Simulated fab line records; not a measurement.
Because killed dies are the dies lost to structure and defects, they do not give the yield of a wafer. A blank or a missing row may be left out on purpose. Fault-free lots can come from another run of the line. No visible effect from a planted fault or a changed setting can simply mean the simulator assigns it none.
fab line records	flow n5_finfet	part 1 of 2: steps 1 to 4 of 6
[record] lots = 21	wafers = 63	last_day = 18
route steps=1938 shown BEOL_M1@826 BEOL_M2@859
lots that met no fault: from a run of the same line without faults
start_h: hours from the record's opening day to when the first of the lot's shown wafers began	wait_h: time in hours since the lot's previous step	" unchanged from the row above	L1.1+2: a single row standing in for several wafers	- no value, or no start was given	* or withheld: withheld	< > ~ a bound
route shown NAME@n: names a module that has steps shown in the file, with the first one's number in the route	usual: mean and standard deviation over wafers with no fault	same: alike in all rows	chamber/n: place in a boat	sites: the reading at each site	_std_site: standard deviation of those values	_edge_site: mean of outer sites minus mean of inner sites	radius_mm: for every site, how far away it sits from the centre of the wafer	mask NAME#n: copy n	behind: the tool/chamber that last shaped the wafer	hold: why the lot went on hold/how many hours it stayed there/how the hold came to an end	device: whichever transistor did not switch (one of n, p or np)	end of line: the route-end tests of the same wafers	where a step has no rows: the recipe by itself	killed: dies that structure and defects cost at the first sort, which is not the same as the wafer's yield	map: a wafer's dies, x killed, . not, _ none there
set.NAME: the setting as run; set.NAME@STEP: as run at that earlier step	model.NAME: the simulator's own value behind a step, which no gauge read
a sample of lots followed through the steps of the route, with each step as a table and each wafer as a row
services: from which hour (start_h, from the record's first day; less than 0 if before it) a tool's chamber was out of use, for how many hours, and why
[[steps]]
[step N5_BEOL_M1_SPUTTER_92]
[recipe] material = Cu	target_thk_a = 45	temp_c = -20	chamber_pressure_pa = 0.07	power_w = withheld	time_s = 8.29
[usual] chuck_gas_flow_sccm = 1.26/0.052	susceptor_temp_C = -20.02/0.095	throttle_valve_pct = 29.5/0.98
lot.wafer	tool	chamber	start_h	wait_h	chuck_gas_flow_sccm	susceptor_temp_C	throttle_valve_pct
L074.1	pvd_sputter-02	-	128.74	0.1	1.21	-19.97	28.8
L074.2	"	-	"	"	1.18	-20.17	30.2
L074.5	"	-	"	"	1.21	-19.95	30.1
L075.3	pvd_sputter-01	-	132.53	0.1	1.26	-19.88	29.5
L075.4	"	-	"	"	1.25	-19.96	29.2
L075.5	"	-	"	"	1.21	-20.13	29.8
L076.1	pvd_sputter-01	-	135.57	0.1	1.25	-20.06	29.0
L076.2	"	-	"	"	1.33	-20.03	28.8
L076.3	"	-	"	"	1.27	-20.03	29.9
L077.3	pvd_sputter-03	-	143.05	0.1	1.24	-19.87	29.4
L077.4	"	-	"	"	1.28	-19.87	29.2
L077.5	"	-	"	"	1.20	-20.05	29.1
L078.1	pvd_sputter-01	-	153.50	0.1	1.30	-19.95	29.9
L078.3	"	-	"	"	1.22	-20.03	29.1
L078.4	"	-	"	"	1.28	-19.97	28.7
L079.2	pvd_sputter-01	-	156.50	0.1	1.24	-20.04	28.7
L079.3	"	-	"	"	1.18	-19.99	28.8
L079.4	"	-	"	"	1.35	-19.99	28.8
L080.2	pvd_sputter-02	-	167.70	0.1	1.28	-19.86	29.8
L080.3	"	-	"	"	1.24	-20.11	28.7
L080.4	"	-	"	"	1.35	-19.93	31.9
L081.1	pvd_sputter-01	-	171.07	0.1	1.24	-20.00	28.7
L081.3	"	-	"	"	1.24	-20.01	29.8
L081.6	"	-	"	"	1.26	-20.03	28.8
L082.1	pvd_sputter-02	-	177.79	0.1	1.26	-20.22	31.8
L082.3	"	-	"	"	1.39	-19.91	30.0
L082.4	"	-	"	"	1.27	-20.03	29.0
L083.2	pvd_sputter-01	-	184.53	0.1	1.31	-20.16	28.6
L083.3	"	-	"	"	1.31	-20.07	28.3
L083.6	"	-	"	"	1.27	-20.18	28.9
L085.1	pvd_sputter-02	-	191.10	0.1	1.25	-20.00	32.1
L085.2	"	-	"	"	1.29	-20.23	29.7
L085.6	"	-	"	"	1.14	-20.04	29.9
L084.3	pvd_sputter-03	-	195.33	0.1	1.26	-19.98	28.7
L084.5	"	-	"	"	1.34	-20.08	29.3
L084.6	"	-	"	"	1.21	-20.01	28.7
L086.3	pvd_sputter-02	-	208.14	0.1	1.33	-20.02	29.0
L086.4	"	-	"	"	1.30	-20.03	29.9
L086.5	"	-	"	"	1.31	-20.08	28.9
L088.1	pvd_sputter-01	-	216.71	0.1	1.31	-19.85	29.1
L088.2	"	-	"	"	1.31	-20.02	29.6
L088.5	"	-	"	"	1.26	-20.06	28.7
L089.2	pvd_sputter-03	-	218.25	0.1	1.30	-19.85	28.9
L089.5	"	-	"	"	1.22	-20.16	29.2
L089.6	"	-	"	"	1.24	-19.91	28.6
L090.4	pvd_sputter-02	-	223.46	0.1	1.27	-20.05	28.9
L090.5	"	-	"	"	1.29	-20.03	31.8
L090.6	"	-	"	"	1.24	-20.03	30.0
L091.1	pvd_sputter-02	-	243.38	0.1	1.33	-19.98	32.0
L091.3	"	-	"	"	1.25	-20.09	30.0
L091.6	"	-	"	"	1.37	-20.06	29.9
L092.1	pvd_sputter-02	-	245.74	0.1	1.27	-20.04	29.9
L092.2	"	-	"	"	1.24	-19.89	30.0
L092.5	"	-	"	"	1.30	-20.07	32.0
L094.2	pvd_sputter-01	-	251.32	0.1	1.30	-19.83	29.1
L094.3	"	-	"	"	1.27	-19.90	28.8
L094.4	"	-	"	"	1.27	-20.05	29.1
L096.1	pvd_sputter-02	-	287.24	0.1	1.19	-20.09	30.2
L096.3	"	-	"	"	1.27	-20.06	29.2
L096.5	"	-	"	"	1.35	-19.92	30.1
L097.2	pvd_sputter-01	-	290.56	0.1	1.26	-20.02	28.8
L097.4	"	-	"	"	1.20	-19.94	29.1
L097.5	"	-	"	"	1.25	-20.06	28.9
[step N5_BEOL_M1_CMP_52]
[recipe] stop_on = SiOC	t_overpolish_s = 6.8	down_force_psi = 1	platen_rpm = 50	clearing_platen_down_force_psi = 1.5	clearing_platen_rpm = 50	post_cmp_clean = cu_alkaline	target_thk_nm = 40	clearing_platen_pad_velocity_m_s = 0.99484	pad_velocity_m_s = 0.99484
[usual] barrier_field_endpoint_s = 25.1/0.84	motor_current_A = 6.3/0.8	overpolish_run_s = 6.801/0.0091	time_to_endpoint_s = 63/4.1
lot.wafer	tool	chamber	start_h	wait_h	barrier_field_endpoint_s	motor_current_A	overpolish_run_s	time_to_endpoint_s
L074.1	cmp-03	3	129.74	0.3	25.7	5.1	6.802	61
L074.2	"	0	"	"	24.0	5.7	6.786	61
L074.5	"	1	"	"	25.6	6.0	6.797	67
L075.3	cmp-02	3	133.47	0.2	25.5	6.0	6.797	60
L075.4	"	0	"	"	24.4	6.6	6.803	60
L075.5	"	3	"	"	24.9	6.2	6.797	63
L076.2	cmp-02	0	136.67	0.2	25.6	6.3	6.802	61
L076.3	"	2	"	"	25.5	4.6	6.777	64
L076.1	"	3	"	"	25.1	6.4	6.817	61
L077.3	cmp-02	0	143.99	0.2	25.9	6.6	6.808	63
L077.4	"	2	"	"	25.5	5.1	6.806	67
L077.5	"	1	"	"	26.7	6.6	6.805	71
L078.1	cmp-02	1	154.43	0.3	26.3	6.5	6.799	71
L078.4	"	2	"	"	25.8	4.8	6.799	64
L078.3	"	0	"	"	26.3	6.3	6.814	64
L079.2	cmp-03	0	157.43	0.2	24.2	5.7	6.801	62
L079.3	"	1	"	"	25.9	6.7	6.805	70
L079.4	"	3	"	"	25.2	4.7	6.798	64
L080.4	cmp-01	2	168.65	0.1	25.3	7.4	6.790	64
L080.3	"	0	"	"	23.9	6.2	6.818	58
L080.2	"	1	"	"	24.2	6.5	6.792	56
L081.3	cmp-03	1	172.31	0.5	27.7	6.2	6.797	72
L081.1	"	2	"	"	24.6	5.9	6.798	59
L081.6	"	0	"	"	26.2	5.7	6.808	58
L082.1	cmp-03	0	180.34	1.9	25.1	5.5	6.801	61
L082.4	"	2	"	"	24.3	6.0	6.813	54
L082.3	"	3	"	"	25.4	5.2	6.788	64
L083.2	cmp-01	3	185.53	0.3	25.4	8.0	6.791	63
L083.3	"	0	"	"	24.5	6.3	6.789	58
L083.6	"	2	"	"	25.3	7.4	6.791	61
L085.2	cmp-02	3	193.65	1.8	24.5	6.2	6.807	62
L085.1	"	1	"	"	26.0	6.9	6.804	69
L085.6	"	3	"	"	24.7	6.2	6.791	62
L084.3	cmp-02	1	196.38	0.3	25.8	6.2	6.803	67
L084.5	"	2	"	"	24.9	4.7	6.794	63
L084.6	"	3	"	"	24.5	5.8	6.800	61
L086.4	cmp-02	1	209.79	0.2	25.4	6.5	6.794	71
L086.3	"	3	"	"	25.5	5.8	6.793	63
L086.5	"	1	"	"	26.4	6.6	6.812	72
L088.2	cmp-02	1	217.66	0.2	25.3	6.7	6.806	66
L088.1	"	2	"	"	25.1	5.2	6.803	59
L088.5	"	2	"	"	24.8	4.7	6.792	61
L089.2	cmp-03	1	219.18	0.2	26.2	6.6	6.814	71
L089.6	"	1	"	"	25.6	6.3	6.801	70
L089.5	"	2	"	"	25.5	6.3	6.817	59
L090.4	cmp-03	0	224.47	0.2	24.2	6.0	6.811	59
L090.5	"	2	"	"	24.0	6.0	6.799	57
L090.6	"	3	"	"	25.4	5.1	6.800	61
L091.3	cmp-01	1	244.45	0.2	25.4	6.9	6.796	62
L091.1	"	2	"	"	25.6	7.6	6.810	68
L091.6	"	1	"	"	25.3	6.3	6.801	62
L092.2	cmp-01	1	246.73	0.3	24.1	6.3	6.796	61
L092.1	"	2	"	"	25.6	7.2	6.803	66
L092.5	"	1	"	"	24.4	6.5	6.794	60
L094.2	cmp-01	2	252.25	0.2	25.8	7.2	6.810	65
L094.4	"	0	"	"	24.6	6.2	6.809	59
L094.3	"	1	"	"	24.3	6.8	6.801	61
L096.1	cmp-01	0	288.17	0.3	24.3	6.5	6.802	59
L096.3	"	3	"	"	24.4	7.6	6.817	60
L096.5	"	0	"	"	24.1	6.6	6.805	58
L097.4	cmp-02	3	291.50	0.1	24.0	6.3	6.806	57
L097.2	"	1	"	"	24.4	6.5	6.816	63
L097.5	"	0	"	"	23.8	6.4	6.801	58
[step N5_BEOL_M2_ETCH_63]
[recipe] chemistry = CF4	target = SiARC	target_depth_a = 156	mask_material = CAR-EUV	time_s = 26	ion_energy_ev = 80	pressure_mtorr = 40	source_w = 545	bias_w = 36	Ar_flow_sccm = 100	cf4_flow_sccm = 100	ends = cleared
[usual] bias_w = 35.99/0.11	drypump_motor_current_A = 5.5/0.44	etch_rf_on_time_s = 25.9/0.89	oes_product_au = 0.71/0.077	rf_vpp_V = 184.4/1.1	showerhead_plenum_p_Torr = 2.16/0.057	throttle_valve_pct = 15.43/0.26
lot.wafer	tool	chamber	start_h	wait_h	bias_w	drypump_motor_current_A	etch_rf_on_time_s	oes_product_au	rf_hours_counter_h	rf_vpp_V	showerhead_plenum_p_Torr	throttle_valve_pct
L074.1	rie_diel-02	0	131.37	0.0	35.81	6.2	24.5	0.86	1	182.7	2.10	15.63
L074.2	"	1	"	"	35.90	5.4	25.9	0.71	61	183.8	2.07	15.09
L074.5	"	3	"	"	35.94	6.1	27.0	0.61	-	183.8	2.13	15.75
L075.3	rie_diel-01	3	136.87	0.0	35.97	4.8	26.0	0.68	78	183.9	2.16	15.10
L075.4	"	1	"	"	35.85	5.5	27.7	0.56	249	184.6	2.19	15.50
L075.5	"	2	"	"	36.15	5.6	25.2	0.80	-	183.7	2.19	15.39
L076.1	rie_diel-02	3	138.55	0.0	35.90	6.1	27.0	0.61	182	185.0	2.12	15.75
L076.2	"	1	"	"	35.96	5.3	26.3	0.71	64	182.4	2.07	15.08
L076.3	"	0	"	"	35.98	6.2	24.9	0.84	4	183.0	2.10	15.68
L077.3	rie_diel-02	0	146.34	0.0	36.15	6.2	24.5	0.84	6	184.9	2.10	15.68
L077.4	"	2	"	"	36.12	6.2	27.3	0.76	13	183.7	2.12	15.12
L077.5	"	0	"	"	36.13	6.2	24.7	0.83	-	183.3	2.10	15.67
L078.1	rie_diel-04	1	158.05	0.0	35.92	5.2	26.0	0.79	14	186.5	2.29	15.38
L078.3	"	0	"	"	36.08	5.8	27.0	0.57	247	184.7	2.11	16.02
L078.4	"	3	"	"	35.93	5.6	24.6	0.61	240	186.2	2.21	15.89
L079.2	rie_diel-02	2	158.96	0.0	36.11	6.2	27.3	0.75	18	183.8	2.12	15.11
L079.3	"	3	"	"	36.08	6.0	27.2	0.60	189	184.5	2.12	15.76
L079.4	"	0	"	"	36.18	6.2	24.5	0.82	11	186.0	2.10	15.68
L080.2	rie_diel-04	3	170.49	0.0	35.93	5.6	24.4	0.61	245	184.1	2.21	15.91
L080.3	"	1	"	"	36.10	5.2	25.8	0.80	18	185.8	2.28	15.39
L080.4	"	2	"	"	35.88	5.0	25.5	0.73	-	185.5	2.17	15.15
L081.1	rie_diel-04	3	175.52	0.0	36.16	5.6	24.4	0.61	247	185.1	2.21	15.92
L081.3	"	2	"	"	36.06	4.9	25.6	0.73	-	185.1	2.17	15.16
L081.6	"	3	"	"	36.06	5.6	24.5	0.61	-	185.2	2.21	15.92
L082.1	rie_diel-01	2	182.70	0.0	35.90	5.6	25.1	0.77	27	185.1	2.18	15.44
L082.3	"	3	"	"	35.82	4.8	26.0	0.67	95	184.1	2.15	15.14
L082.4	"	1	"	"	36.07	5.5	26.6	0.78	10	185.0	2.19	15.05
L083.2	rie_diel-01	1	188.81	0.0	35.93	5.5	26.6	0.76	12	185.6	2.18	15.05
L083.3	"	2	"	"	36.02	5.6	25.1	0.77	30	185.9	2.18	15.43
L083.6	"	0	"	"	35.96	5.6	26.3	0.62	-	184.9	2.22	15.60
L085.1	rie_diel-01	1	196.72	0.0	36.01	5.5	27.0	0.76	16	183.7	2.18	15.06
L085.2	"	3	"	"	36.11	4.8	25.8	0.67	101	184.3	2.15	15.14
L085.6	"	0	"	"	36.09	5.7	26.4	0.61	-	186.2	2.22	15.60
L084.3	rie_diel-01	1	199.00	0.0	35.92	5.5	26.5	0.76	16	184.7	2.18	15.06
L084.5	"	3	"	"	35.81	4.8	26.1	0.66	-	183.2	2.15	15.17
L084.6	"	0	"	"	35.96	5.7	26.5	0.61	-	185.2	2.22	15.61
L086.3	rie_diel-02	1	212.35	0.0	35.98	5.4	26.1	0.68	89	183.3	2.06	15.13
L086.4	"	2	"	"	35.92	6.2	26.9	0.72	36	183.7	2.11	15.16
L086.5	"	0	"	"	35.99	6.2	24.8	0.79	-	183.3	2.09	15.73
L088.1	rie_diel-01	1	219.58	0.0	35.91	5.5	26.6	0.75	24	184.3	2.18	15.07
L088.2	"	3	"	"	36.05	4.8	25.4	0.67	109	182.9	2.14	15.17
L088.5	"	0	"	"	36.01	5.7	25.8	0.61	-	185.4	2.22	15.63
L089.2	rie_diel-02	1	221.87	0.0	35.81	5.4	26.3	0.67	93	183.1	2.06	15.15
L089.5	"	1	"	"	35.88	5.4	26.1	0.68	-	183.5	2.06	15.15
L089.6	"	3	"	"	35.95	6.1	27.1	0.58	-	183.7	2.11	15.82
L090.4	rie_diel-01	2	226.73	0.0	35.92	5.6	25.1	0.75	44	185.2	2.18	15.47
L090.5	"	3	"	"	35.98	4.8	25.8	0.66	-	183.3	2.14	15.18
L090.6	"	2	"	"	35.79	5.6	25.1	0.76	-	183.1	2.18	15.47
L091.1	rie_diel-04	2	247.26	0.0	35.88	5.0	26.2	0.69	79	182.8	2.16	15.24
L091.3	"	0	"	"	36.20	5.8	26.3	0.75	22	183.3	2.11	15.59
L091.6	"	1	"	"	35.84	5.2	26.1	0.75	-	184.1	2.27	15.41
L092.1	rie_diel-01	0	248.36	0.0	36.09	5.7	26.3	0.61	202	185.5	2.21	15.65
L092.2	"	2	"	"	35.96	5.6	25.4	0.73	52	184.6	2.18	15.47
L092.5	"	0	"	"	36.10	5.6	26.1	0.60	-	184.8	2.21	15.66
L094.2	rie_diel-04	0	253.97	0.0	36.06	5.8	26.1	0.76	24	182.3	2.10	15.58
L094.3	"	3	"	"	35.92	5.6	24.0	0.82	17	184.3	2.20	15.47
L094.4	"	2	"	"	36.09	5.0	26.0	0.68	80	184.2	2.16	15.23
L096.1	rie_diel-01	2	289.53	0.0	35.82	5.6	25.5	0.72	68	184.7	2.17	15.52
L096.3	"	1	"	"	35.83	5.5	27.2	0.70	50	183.0	2.17	15.12
L096.5	"	2	"	"	35.78	5.6	25.5	0.71	-	184.0	2.17	15.52
L097.2	rie_diel-02	3	293.82	0.0	36.09	6.1	27.0	0.57	237	184.6	2.11	15.87
L097.4	"	1	"	"	36.03	5.4	26.5	0.65	115	183.2	2.06	15.18
L097.5	"	2	"	"	35.94	6.2	27.7	0.68	-	184.4	2.10	15.20
[step N5_BEOL_M2_STRIP_66]
[recipe] chemistry = CF4	resist = SiARC	power_w = 300	bias_power_w = 75	pressure_mtorr = 50	cf4_flow_sccm = 150	rf_frequency_hz = 6e+07
[usual] drypump_motor_current_A = 5.5/0.44	oes_product_au = 0.81/0.081	rf_vpp_V = 271.5/1.2	showerhead_plenum_p_Torr = 1.81/0.045	throttle_valve_pct = 13.39/0.27
lot.wafer	tool	chamber	start_h	wait_h	drypump_motor_current_A	oes_product_au	rf_hours_counter_h	rf_vpp_V	showerhead_plenum_p_Torr	throttle_valve_pct
L074.1	rie_diel-02	0	131.54	0.0	6.2	0.96	2	270.9	1.77	13.63
L074.2	"	1	"	"	5.4	0.82	61	271.5	1.74	13.08
L074.5	"	3	"	"	6.1	0.72	-	270.6	1.76	13.68
L075.3	rie_diel-01	3	137.03	0.0	4.8	0.79	79	272.7	1.80	13.08
L075.4	"	1	"	"	5.5	0.67	249	272.2	1.83	13.53
L075.5	"	2	"	"	5.6	0.92	-	271.7	1.83	13.30
L076.1	rie_diel-02	3	138.71	0.0	6.1	0.72	182	270.4	1.76	13.70
L076.2	"	1	"	"	5.4	0.82	64	270.9	1.74	13.11
L076.3	"	0	"	"	6.2	0.94	4	270.7	1.77	13.63
L077.3	rie_diel-02	0	146.50	0.0	6.2	0.93	6	270.6	1.77	13.64
L077.4	"	2	"	"	6.2	0.90	13	269.2	1.78	13.09
L077.5	"	0	"	"	6.2	0.94	-	271.0	1.77	13.63
L078.1	rie_diel-04	1	158.21	0.0	5.1	0.91	14	273.0	1.91	13.33
L078.3	"	0	"	"	5.8	0.68	248	271.5	1.79	14.09
L078.4	"	3	"	"	5.6	0.68	240	271.4	1.83	13.82
L079.2	rie_diel-02	2	159.12	0.0	6.1	0.89	18	270.9	1.78	13.12
L079.3	"	3	"	"	6.1	0.72	189	270.2	1.76	13.71
L079.4	"	0	"	"	6.2	0.92	11	271.3	1.77	13.65
L080.2	rie_diel-04	3	170.66	0.0	5.6	0.69	245	272.7	1.83	13.85
L080.3	"	1	"	"	5.1	0.91	19	274.3	1.91	13.32
L080.4	"	2	"	"	5.0	0.83	-	273.5	1.80	13.10
L081.1	rie_diel-04	3	175.76	0.0	5.6	0.68	247	270.9	1.83	13.85
L081.3	"	2	"	"	4.9	0.83	-	271.3	1.80	13.11
L081.6	"	3	"	"	5.6	0.68	-	272.0	1.83	13.84
L082.1	rie_diel-01	2	182.86	0.0	5.6	0.88	27	271.9	1.82	13.33
L082.3	"	3	"	"	4.8	0.78	95	272.1	1.79	13.09
L082.4	"	1	"	"	5.5	0.91	10	271.5	1.83	13.00
L083.2	rie_diel-01	1	188.97	0.0	5.6	0.90	13	270.6	1.83	12.99
L083.3	"	2	"	"	5.6	0.87	30	271.8	1.82	13.35
L083.6	"	0	"	"	5.6	0.72	-	273.3	1.86	13.63
L085.1	rie_diel-01	1	196.88	0.0	5.5	0.90	16	272.1	1.82	13.01
L085.2	"	3	"	"	4.8	0.77	101	270.5	1.79	13.13
L085.6	"	0	"	"	5.7	0.72	-	273.7	1.86	13.62
L084.3	rie_diel-01	1	199.16	0.0	5.5	0.89	16	272.1	1.82	13.02
L084.5	"	3	"	"	4.8	0.77	-	271.9	1.79	13.11
L084.6	"	0	"	"	5.6	0.72	-	271.8	1.86	13.62
L086.3	rie_diel-02	1	212.51	0.0	5.4	0.79	89	270.4	1.74	13.17
L086.4	"	2	"	"	6.2	0.85	36	271.3	1.77	13.14
L086.5	"	0	"	"	6.2	0.89	-	270.3	1.76	13.70
L088.1	rie_diel-01	1	219.75	0.0	5.5	0.88	24	271.4	1.82	13.03
L088.2	"	3	"	"	4.8	0.76	109	271.6	1.79	13.13
L088.5	"	0	"	"	5.6	0.71	-	271.4	1.86	13.64
L089.2	rie_diel-02	1	222.03	0.0	5.4	0.79	93	270.3	1.73	13.16
L089.5	"	1	"	"	5.4	0.80	-	270.3	1.73	13.16
L089.6	"	3	"	"	6.1	0.69	-	270.2	1.75	13.74
L090.4	rie_diel-01	2	226.89	0.0	5.5	0.85	44	272.4	1.82	13.38
L090.5	"	3	"	"	4.8	0.76	-	271.3	1.79	13.13
L090.6	"	2	"	"	5.6	0.84	-	271.3	1.82	13.37
L091.1	rie_diel-04	2	247.42	0.0	5.0	0.80	79	271.2	1.80	13.16
L091.3	"	0	"	"	5.8	0.88	22	270.2	1.78	13.58
L091.6	"	1	"	"	5.2	0.86	-	273.8	1.90	13.38
L092.1	rie_diel-01	0	248.52	0.0	5.6	0.70	202	271.6	1.86	13.67
L092.2	"	2	"	"	5.6	0.84	52	271.4	1.81	13.38
L092.5	"	0	"	"	5.6	0.70	-	271.4	1.86	13.67
L094.2	rie_diel-04	0	254.13	0.0	5.9	0.88	24	270.9	1.78	13.59
L094.3	"	3	"	"	5.6	0.92	17	272.7	1.83	13.33
L094.4	"	2	"	"	4.9	0.80	80	271.4	1.80	13.17
L096.1	rie_diel-01	2	289.69	0.0	5.6	0.82	69	271.9	1.81	13.42
L096.3	"	1	"	"	5.5	0.83	50	271.6	1.81	13.09
L096.5	"	2	"	"	5.5	0.81	-	271.7	1.81	13.40
L097.2	rie_diel-02	3	293.98	0.0	6.1	0.68	237	271.1	1.74	13.82
L097.4	"	1	"	"	5.4	0.76	115	269.8	1.73	13.20
L097.5	"	2	"	"	6.2	0.83	-	271.5	1.77	13.20
